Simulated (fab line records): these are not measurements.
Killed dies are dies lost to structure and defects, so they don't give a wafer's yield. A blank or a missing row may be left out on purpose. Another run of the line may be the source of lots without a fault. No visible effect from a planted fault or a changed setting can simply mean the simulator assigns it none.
Matching of chambers    flow n5Finfet    3 sister chambers for N5_BEOL_M6_CURE_74 on uvCure-03
The step cures SiCOH lowk, time 240 s. 18 wafers are shown with their chamber, then 9 later ones without.

## WAFERS PAIRED WITH THEIR CHAMBERS
wafer   chamber  wafer_temp_C_max  lampPowerPct (%)
L078.3  2        386.0             52.32
L078.4  2        386.7             52.32
L078.5  2        386.6             52.35
L081.2  1        386.9             52.23
L081.3  1        387.8             52.35
L081.5  1        387.3             52.33
L082.1  0        386.2             52.27
L082.2  0        385.9             52.35
L082.4  0        386.7             52.22
L086.1  0        386.0             52.35
L086.3  0        386.6             52.33
L086.6  0        386.1             52.33
L088.2  2        386.6             52.38
L088.3  2        386.7             52.30
L088.5  2        386.7             52.37
L087.1  1        387.1             52.34
L087.3  1        388.5             52.38
L087.6  1        387.2             52.43

SIGNATURES, as means of the wafers listed above
reading           chamber 0  chamber 1  chamber 2  scatter within a chamber
wafer_temp_C_max  386.250    387.467    386.550    0.42
lampPowerPct      52.3083    52.3433    52.3400    0.052
Rule: distance of a wafer from a chamber = root of the sum over the readings of ((wafer's reading minus chamber's mean) / reading's scatter) squared. If the next closest chamber is less than 2 further off than the closest, the wafer can't be placed; otherwise it belongs to the closest. The scatter: the root of (the sum of the squares of (reading less its chamber's mean) over the shown wafers, divided by (wafers less chambers)).

## WAFERS WITH NO CHAMBER GIVEN
wafer   wafer_temp_C_max  lampPowerPct (%)
L090.1  386.4             52.36
L090.4  387.1             52.28
L090.5  386.4             52.28
L090.2  386.6             52.28
L090.3  386.9             52.36
L090.6  386.7             52.26
L096.2  387.4             52.31
L096.3  386.7             52.33
L096.4  387.8             52.29

## THE CHAMBER EACH PASSED THROUGH
wafer   from the rows above           in truth
L090.1  can't be placed: 2 or 0       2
L090.4  can't be placed: 1 or 2 or 0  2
L090.5  can't be placed: 0 or 2       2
L090.2  can't be placed: 0 or 2 or 1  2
L090.3  can't be placed: 2 or 1 or 0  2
L090.6  can't be placed: 0 or 2 or 1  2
L096.2  can't be placed: 1 or 2       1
L096.3  can't be placed: 2 or 0 or 1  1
L096.4  can't be placed: 1 or 2       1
Placed correctly: 0 of 9. From these rows, 9 cannot be placed; in 9 the true chamber is one of the candidates. 0 placed wrongly.
